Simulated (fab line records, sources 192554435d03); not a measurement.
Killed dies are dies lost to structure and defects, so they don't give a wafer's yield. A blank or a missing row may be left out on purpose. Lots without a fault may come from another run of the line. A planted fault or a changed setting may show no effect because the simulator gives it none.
Chamber matching | flow n5_finfet | N5_BEOL_M11_DESCUM_16 on rie_diel-06: 4 sister chambers
The step chemistry O2, time 7.9 s. 4 wafers are shown with their chamber, then 8 later ones without.

WAFERS WITH THEIR CHAMBER
wafer  | chamber | showerhead_plenum_p_Torr (Torr)
L081.3 | 0       | 2.06
L092.6 | 3       | 2.04
L093.3 | 1       | 2.22
L091.1 | 2       | 2.10

WAFERS WITHOUT THEIR CHAMBER
wafer  | showerhead_plenum_p_Torr (Torr)
L091.3 | 2.21
L091.6 | 2.21
L095.2 | 2.09
L095.3 | 2.06
L095.6 | 2.06
L094.1 | 2.06
L094.2 | 2.21
L094.3 | 2.04

WHICH CHAMBER EACH WENT THROUGH
wafer  | from the rows above | in truth
L091.3 | 1                   | 1
L091.6 | 1                   | 1
L095.2 | 2                   | 2
L095.3 | 0                   | 0
L095.6 | 0                   | 0
L094.1 | 0                   | 0
L094.2 | 1                   | 1
L094.3 | 3                   | 3
Placed correctly: 8 of 8. Can't be placed from these rows: 0. Placed wrongly: 0.
How it was worked out, from the rows above alone: a wafer's distance from a chamber is the root of the sum, over the readings, of the square of ((its reading less the chamber's mean) divided by the reading's scatter). The wafer belongs to the nearest chamber; if the next one is less than 2 further off, it can't be placed. A chamber's mean is the mean of its shown wafers. The scatter: with one shown wafer a chamber, the root of the mean of the squares of how far each hidden wafer lies from its nearest shown one.
